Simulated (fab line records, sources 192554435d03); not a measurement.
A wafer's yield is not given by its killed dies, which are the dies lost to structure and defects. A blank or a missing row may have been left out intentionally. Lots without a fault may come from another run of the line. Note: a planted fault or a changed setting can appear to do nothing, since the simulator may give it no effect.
Split-lot study :: flow n5_finfet :: 21 wafers read across 7 lots, on a route 1938 steps long

## ON THE SPLIT
At N5_MIM_BOT_ETCH_ETCH_00 (etches TiN in Cl2/BCl3, target depth 45.5 nm), the setting icp_w was moved away from the recipe's 1000 W on 11 of the 21 wafers read, by -13.6% to +13.0%. This setting was run at the recipe's value on the other wafers.

The reading comes from the split's own step.

## THE READING
etch.depth_nm (the simulator's own value, which no gauge read), in nm, at N5_MIM_BOT_ETCH_ETCH_00 (etches TiN in Cl2/BCl3, target depth 45.5 nm). The file gives no usual value for it. The 10 wafers here that ran the recipe average 46.30 nm, standard deviation 0.89 nm.

wafer: L074.1
tool, chamber at the split: rie_metal-01, 0
icp_w as run, W: 1130
against the recipe: +13.0%
etch.depth_nm, nm: 50.32
against lot-mates on the recipe: +4.21

wafer: L074.2
tool, chamber at the split: rie_metal-01, 1
icp_w as run, W: 1000
against the recipe: recipe
etch.depth_nm, nm: 46.29
against lot-mates on the recipe: -

wafer: L074.4
tool, chamber at the split: rie_metal-01, 1
icp_w as run, W: 1000
against the recipe: recipe
etch.depth_nm, nm: 45.94
against lot-mates on the recipe: -

wafer: L075.4
tool, chamber at the split: rie_metal-03, 1
icp_w as run, W: 1000
against the recipe: recipe
etch.depth_nm, nm: 47.1
against lot-mates on the recipe: -

wafer: L075.5
tool, chamber at the split: rie_metal-03, 0
icp_w as run, W: 1000
against the recipe: recipe
etch.depth_nm, nm: 46.54
against lot-mates on the recipe: -

wafer: L075.6
tool, chamber at the split: rie_metal-03, 1
icp_w as run, W: 1000
against the recipe: recipe
etch.depth_nm, nm: 47.11
against lot-mates on the recipe: -

wafer: L078.1
tool, chamber at the split: rie_metal-03, 1
icp_w as run, W: 863.8
against the recipe: -13.6%
etch.depth_nm, nm: 41.86
against lot-mates on the recipe: -5.14

wafer: L078.3
tool, chamber at the split: rie_metal-03, 1
icp_w as run, W: 863.8
against the recipe: -13.6%
etch.depth_nm, nm: 41.82
against lot-mates on the recipe: -5.18

wafer: L078.6
tool, chamber at the split: rie_metal-03, 0
icp_w as run, W: 1000
against the recipe: recipe
etch.depth_nm, nm: 47
against lot-mates on the recipe: -

wafer: L081.3
tool, chamber at the split: rie_metal-03, 0
icp_w as run, W: 943.5
against the recipe: -5.6%
etch.depth_nm, nm: 44.34
against lot-mates on the recipe: no lot-mate on the recipe

wafer: L081.4
tool, chamber at the split: rie_metal-03, 1
icp_w as run, W: 943.5
against the recipe: -5.6%
etch.depth_nm, nm: 45.1
against lot-mates on the recipe: no lot-mate on the recipe

wafer: L081.5
tool, chamber at the split: rie_metal-03, 1
icp_w as run, W: 943.5
against the recipe: -5.6%
etch.depth_nm, nm: 45.14
against lot-mates on the recipe: no lot-mate on the recipe

wafer: L089.2
tool, chamber at the split: rie_metal-01, 1
icp_w as run, W: 1000
against the recipe: recipe
etch.depth_nm, nm: 44.62
against lot-mates on the recipe: -

wafer: L089.5
tool, chamber at the split: rie_metal-01, 1
icp_w as run, W: 907
against the recipe: -9.3%
etch.depth_nm, nm: 41.43
against lot-mates on the recipe: -3.19

wafer: L089.6
tool, chamber at the split: rie_metal-01, 0
icp_w as run, W: 907
against the recipe: -9.3%
etch.depth_nm, nm: 40.93
against lot-mates on the recipe: -3.69

wafer: L090.1
tool, chamber at the split: rie_metal-01, 1
icp_w as run, W: 1000
against the recipe: recipe
etch.depth_nm, nm: 44.69
against lot-mates on the recipe: -

wafer: L090.2
tool, chamber at the split: rie_metal-01, 0
icp_w as run, W: 1112
against the recipe: +11.2%
etch.depth_nm, nm: 48.34
against lot-mates on the recipe: +3.65

wafer: L090.4
tool, chamber at the split: rie_metal-01, 1
icp_w as run, W: 1112
against the recipe: +11.2%
etch.depth_nm, nm: 49.07
against lot-mates on the recipe: +4.38

wafer: L091.1
tool, chamber at the split: rie_metal-02, 0
icp_w as run, W: 1000
against the recipe: recipe
etch.depth_nm, nm: 46.91
against lot-mates on the recipe: -

wafer: L091.3
tool, chamber at the split: rie_metal-02, 1
icp_w as run, W: 919.6
against the recipe: -8.0%
etch.depth_nm, nm: 43.21
against lot-mates on the recipe: -3.62

wafer: L091.5
tool, chamber at the split: rie_metal-02, 1
icp_w as run, W: 1000
against the recipe: recipe
etch.depth_nm, nm: 46.75
against lot-mates on the recipe: -

THE FIT
A straight line over all 21 wafers: etch.depth_nm changes by +0.321 nm for each +1% of icp_w; r = +0.92; the points scatter about the line by 1 nm.
The same after taking each lot's own level away (the mean of its wafers on the recipe; 18 wafers): +0.366 nm for each +1%; r = +1.00; scatter 0.29 nm.
On that fit, the largest move of icp_w shifts the reading by 5 nm.
Measured against the standard deviation above, the lots' own levels, which go from 44.620 to 47.000 nm, span 2.7 times it.
In other words, the slope is changed by the lot-to-lot level; the two fits disagree.
Check: for one of the wafers moved furthest among these (-13.6%), held out of the fit, the line's prediction against its lot-mates is -5.07 nm. It came out at -5.14 nm against them.

## ADDITIONAL SPLITS CARRIED BY THESE WAFERS
Note: prior to the reading, these wafers also went through further splits. Each is held against what the fit with the lots' levels taken away leaves over:
other split on the same wafers: N5_BEOL_M14_EXPOSE_07 dose_mj
wafers away from the commonest value: 7
r with etch.depth_nm (lot level and that fit taken away): -0.02

other split on the same wafers: N5_BEOL_M14_DEP_53 time_s
wafers away from the commonest value: 5
r with etch.depth_nm (lot level and that fit taken away): -0.21

## FILE'S OWN FIT
etch.depth_nm changes by +0.366 nm for each +1% of icp_w, r = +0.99.
